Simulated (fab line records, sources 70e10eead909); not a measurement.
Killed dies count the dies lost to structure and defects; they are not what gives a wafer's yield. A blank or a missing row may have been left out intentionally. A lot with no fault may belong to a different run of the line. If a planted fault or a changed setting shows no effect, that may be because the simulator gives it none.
8D (eight disciplines) problem report, filled in by code :: flow nand_harc :: the parts of the form that need people (team, actions taken, sign-off) are left out

== 1. THE ISSUE ==
heater_power_total_W at NHARC_A_SGD_CUT_SOFTBAKE_04 reads a mean of 206.42 W on 6 wafers of 2 lots; wafers without a fault read 188.47 W with a standard deviation of 0.15. So: +99 or more standard deviations from the usual mean.
The step: time 55 s.
First observed at day 23 22:00: wafer L997.2, on litho_track-04. At this step, 39 wafers from 13 lots have a number in the record. Rule for "out" (also "out of limits"): further than 4 standard deviations from the usual mean. Any other wafer with a number is counted as sound.

== 2. WHAT IT IS, WHAT IT ISN'T ==
question: which readings at this step
is: heater_power_total_W
is not: -

question: which lots
is: L997, L999
is not: L101, L102, L105, L106, L107, L108, L109, L110, L987, L988, L994

question: which wafers of those lots
is: all that have a number
is not: -

question: read on which tools
is: litho_track-04
is not: litho_track-01, litho_track-06

question: when
is: from day 23 22:00
is not: up to then (9 sound wafers); but 24 sound wafers of L101, L102, L105, L106, L107, L108, L109, L110 came after

== 3. WHAT RULES OUT EACH SUSPECT ==
Counting: a tool at any process step up to the reading remains a suspect when it ran all the lots that are out and ran no sound lot after the first of those.
- litho_track-04 at NHARC_A_SGD_CUT_SOFTBAKE_04 (time 55 s): ruled out as a lasting fault. After its first lot that is out, L997 (day 23 22:00), sound lots L107 ran on it.
Left after counting: nothing in the record.

== 4. THE CAUSE (what the simulator had put in) ==
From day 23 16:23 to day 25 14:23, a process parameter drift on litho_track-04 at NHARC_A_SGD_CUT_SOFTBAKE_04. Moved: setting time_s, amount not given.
Counting ruled it out, wrongly.

== 5. SEQUENCE OF EFFECTS, ordered by route ==
Each row: a reading where the mean over the struck wafers with a number is more than 3 standard deviations away from the usual. Only readings for which the record gives a usual standard deviation are gone through. hours: the time from each lot's start at the first step in this table that gives one to its start at this step, as a median over the lots. sigmas: the change in usual standard deviations.
hours: 0
step: NHARC_A_SGD_CUT_SOFTBAKE_04
reading: heater_power_total_W
usual: 188.47 W
on struck wafers: 206.42
change: +17.95
sigmas: +99 or more
Its process steps:
- NHARC_A_SGD_CUT_SOFTBAKE_04: time 55 s.
Readings that are blank on the struck wafers while sound wafers have them: plate_temp_C at NHARC_A_SGD_CUT_SOFTBAKE_04.
Later steps that measure or inspect, where all struck wafers having a row at the step show a number for every such reading and not one has moved that far: NHARC_A_SGD_CUT_INSPECT_11.

== 6. HOW IT WOULD HAVE BEEN CAUGHT EARLIER ==
The fault began at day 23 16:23; the first out-of-limits reading in this record came at day 23 22:00, 6 hours later.
